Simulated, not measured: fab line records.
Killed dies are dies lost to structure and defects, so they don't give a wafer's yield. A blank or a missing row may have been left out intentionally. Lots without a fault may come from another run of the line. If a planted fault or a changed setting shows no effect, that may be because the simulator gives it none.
Which tool was responsible? | flow nandHarc | 18 wafers from 6 lots sampled at 5 of the route's 1159 steps

## WHAT EACH GAUGE READ, for each wafer
NHARC_END_SORT_01.
lot  | measured     | on        | defectLimitedYield (%)
L252 | day 24 04:15 | prober-01 | 0 97.8 96.9
L254 | day 24 04:55 | prober-02 | 94.8 0 94.1

## EACH LOT AND THE TOOL THAT RAN IT (in order: tool; ch and the chambers of the sampled wafers; start)
lot  | NHARC_P_M0_PVD_21           | NHARC_A_M1_PVD_20                      | NHARC_A_BONDPAD_DEP_00                     | NHARC_HYBRID_BOND_ACTIVATE_00
L239 | pvdSputter-02, day 6 04:31  | pvdSputter-03, day 18 12:10 or earlier | pecvd-01 ch 0,1,2, day 18 12:10 or earlier | rieDiel-02 ch 1,2, day 18 12:10
L242 | pvdSputter-02, day 7 06:46  | pvdSputter-02, day 18 22:19 or earlier | pecvd-04 ch 0,1,2, day 18 22:19            | rieDiel-06 ch 0,1,2, day 19 02:37
L245 | pvdSputter-02, day 7 21:35  | pvdSputter-02, day 20 09:17 or earlier | pecvd-01 ch 0,2, day 20 09:17              | rieDiel-06 ch 0,1,3, day 20 13:38
L252 | pvdSputter-01, day 10 00:36 | pvdSputter-03, day 22 17:53 or earlier | pecvd-01 ch 1, day 22 17:53 or earlier     | rieDiel-06 ch 2,3, day 22 17:53
L254 | pvdSputter-01, day 10 01:43 | pvdSputter-02, day 22 16:01 or earlier | pecvd-04 ch 0,1, day 22 16:01              | rieDiel-06 ch 0,3, day 22 20:00
L258 | pvdSputter-02, day 10 19:55 | pvdSputter-01, day 22 22:32 or earlier | pecvd-04 ch 0,2, day 22 22:32              | rieDiel-11 ch 0,1,2, day 23 02:37
- NHARC_P_M0_PVD_21: deposits Cu, target thk 30 nm, time 20.49 s.
- NHARC_A_M1_PVD_20: deposits TaN, target thk 5 nm, time 8.06 s.
- NHARC_A_BONDPAD_DEP_00: deposits SiCN, target thk 250 nm.
- NHARC_HYBRID_BOND_ACTIVATE_00: chemistry N2, time 60 s.

## THE ANSWER, worked out from the rows above alone
Rule: what is usual is taken from the lots themselves. The widest of any qualifying gaps counts: lots, ordered by their means at a reading, are off when they make up no more than a third of the lots, leave a main group of 4 or more, and stand apart from it by 3 or more times the standard deviation of that group's means. A main group whose means are all the same, to the digits that the tables above print for the reading, isn't used. Also off: a lot with no number at a reading for which 4 or more lots have one. Any other lot the step has rows for is counted as sound.
Across all readings shown, no lot is off: no conclusion can be drawn from this.

## WHAT THE SIMULATOR HAD PUT IN
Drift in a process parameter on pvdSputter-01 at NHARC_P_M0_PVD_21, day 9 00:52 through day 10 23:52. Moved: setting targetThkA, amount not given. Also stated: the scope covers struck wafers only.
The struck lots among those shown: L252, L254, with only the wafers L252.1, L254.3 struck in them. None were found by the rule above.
